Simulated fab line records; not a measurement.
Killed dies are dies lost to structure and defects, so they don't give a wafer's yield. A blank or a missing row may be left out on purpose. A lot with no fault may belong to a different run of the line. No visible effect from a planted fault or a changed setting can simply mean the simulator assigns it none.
Split-lot experiment ; flow n5_finfet ; 39 wafers read across 7 lots, on a route 1938 steps long

## ON THE SPLIT
At N5_BEOL_M13_TRENCH_ETCH_34 (etches SiOC in C4F8/O2/Ar, target depth 413.47 nm, time 162.6 s), the setting time_s was moved away from the recipe's 162.6 s on 15 of the 39 wafers read, by -28.0% to +29.2%. This setting was run at the recipe's value on the other wafers.

## FROM THE SPLIT TO THE READING: what the file shows between them, 10 steps
- N5_BEOL_M13_STRIP_70: strips in C4F8/O2/Ar
- N5_BEOL_M13_OCD_MEAS_35
- N5_BEOL_M13_STRIP_37: strips in N2/H2
- N5_BEOL_M13_ETCH_38: etches SiCN in CF4/N2, target depth 67.5 nm, time 71.9 s
- N5_BEOL_M13_ECD_47: material Cu, target thk 936 nm
- N5_BEOL_M13_ANNEAL_48: time 90 s
- N5_BEOL_M13_CMP_49: polishes, stops on SiOC, t overpolish 17.1 s, target thk 420 nm
- N5_BEOL_M13_THK_MEAS_50: measures by xrf
- N5_BEOL_M13_PRE_CLEAN_52: time 15 s
- N5_BEOL_M13_DEP_53: deposits SiCN from 3MS/NH3, target thk 50 nm, time 17.8 s

## THE READING
Measured at N5_BEOL_M13_RS_MEAS_54 by four-point probe: M13_RS, in ohm/sq. Typical for fault-free wafers on this fab line: 0.0454 ohm/sq, with standard deviation 0.001 ohm/sq.

wafer;tool, chamber at the split;time_s as run, s;against the recipe;M13_RS, ohm/sq;against lot-mates on the recipe
L074.1;rie_diel-02, 0;125.8;-22.6%;0.0593;+0.0136
L074.2;rie_diel-02, 1;162.6;recipe;0.0471;-
L074.3;rie_diel-02, 3;125.8;-22.6%;0.0575;+0.0118
L074.4;rie_diel-02, 3;162.6;recipe;0.0440;-
L074.5;rie_diel-02, 1;125.8;-22.6%;0.0608;+0.0151
L074.6;rie_diel-02, 0;162.6;recipe;0.0460;-
L078.1;rie_diel-02, 1;162.6;recipe;0.0466;-
L078.2;rie_diel-02, 3;162.6;recipe;0.0445;-
L078.3;rie_diel-02, 0;210;+29.2%;0.0352;-0.0099
L078.4;rie_diel-02, 0;210;+29.2%;0.0355;-0.0096
L078.5;rie_diel-02, 3;162.6;recipe;0.0442;-
L078.6;rie_diel-02, 1;210;+29.2%;0.0359;-0.0092
L083.1;rie_diel-05, 1;162.6;recipe;0.0460;-
L083.2;rie_diel-05, 2;202.5;+24.5%;0.0361;-0.0098
L083.3;rie_diel-05, 0;162.6;recipe;0.0464;-
L083.4;rie_diel-05, 3;202.5;+24.5%;0.0359;-0.0100
L083.5;rie_diel-05, 2;162.6;recipe;0.0452;-
L083.6;rie_diel-05, 3;202.5;+24.5%;0.0363;-0.0096
L080.1;rie_diel-02, 2;162.6;recipe;0.0437;-
L080.2;rie_diel-02, 0;162.6;recipe;0.0450;-
L080.3;rie_diel-02, 3;162.6;recipe;0.0439;-
L080.4;rie_diel-02, 1;162.6;recipe;0.0463;-
L080.5;rie_diel-02, 2;162.6;recipe;0.0442;-
L080.6;rie_diel-02, 3;162.6;recipe;0.0442;-
L092.1;rie_diel-04, 1;123.5;-24.0%;0.0604;+0.0160
L092.2;rie_diel-04, 0;162.6;recipe;0.0452;-
L092.3;rie_diel-04, 2;162.6;recipe;0.0442;-
L092.4;rie_diel-04, 3;123.5;-24.0%;0.0591;+0.0147
L092.5;rie_diel-04, 0;123.5;-24.0%;0.0606;+0.0162
L092.6;rie_diel-04, 3;162.6;recipe;0.0439;-
L090.1;rie_diel-02, 2;117;-28.0%;0.0626;+0.0166
L090.2;rie_diel-02, 3;162.6;recipe;0.0445;-
L090.3;rie_diel-02, 0;117;-28.0%;0.0655;+0.0195
L090.4;rie_diel-02, 1;117;-28.0%;0.0658;+0.0198
L090.5;rie_diel-02, 1;162.6;recipe;0.0467;-
L090.6;rie_diel-02, 0;162.6;recipe;0.0468;-
L095.1;rie_diel-02, 3;162.6;recipe;0.0450;-
L095.3;rie_diel-02, 2;162.6;recipe;0.0450;-
L095.5;rie_diel-02, 1;162.6;recipe;0.0480;-

THE FIT
A straight line over all 39 wafers: M13_RS changes by -0.000508 ohm/sq for each +1% of time_s; r = -0.96; the points scatter about the line by 0.0023 ohm/sq.
The same after taking each lot's own level away (the mean of its wafers on the recipe; 39 wafers): -0.000509 ohm/sq for each +1%; r = -0.97; scatter 0.0022 ohm/sq.
The reading moves by 0.015 ohm/sq for the largest change in time_s, on that fit.
Across the lots, their own levels run from 0.04443 to 0.04600 ohm/sq, a range of 1.6 times the standard deviation given above.
Hence the lot-to-lot level has little effect on the slope; both slopes agree.
Check: -0.014 ohm/sq against its lot-mates is what the line predicts for one of the wafers moved furthest among these (+29.2%) when that wafer is left out of the fit. Against them it came out at -0.0099 ohm/sq.

## THE WHOLE CHAIN: every reading that the file lists as answering this split, in the file's order
step;what it does;reading;change (the file's fit);r (the file's)
N5_BEOL_M13_TRENCH_ETCH_34;etches SiOC in C4F8/O2/Ar, target depth 413.47 nm, time 162.6 s;etch.depth_nm (the simulator's own value, which no gauge read);+4.1 nm for each +1% of the setting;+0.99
N5_BEOL_M13_OCD_MEAS_35;;trench_depth_nm;+4.1 nm for each +1% of the setting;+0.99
N5_BEOL_M13_CMP_49;polishes, stops on SiOC, t overpolish 17.1 s, target thk 420 nm;Cu_of_BEOL_M13_ECD_47.thk_nm (the simulator's own value, which no gauge read);+4.1 nm for each +1% of the setting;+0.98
N5_BEOL_M13_THK_MEAS_50;measures by xrf;M13_THK;+4.18 for each +1% of the setting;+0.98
N5_BEOL_M13_RS_MEAS_54;measures by four-point-probe;M13_RS;-0.000517 for each +1% of the setting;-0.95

## THE FILE'S OWN FIT
M13_RS changes by -0.000517 ohm/sq for each +1% of time_s, r = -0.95.
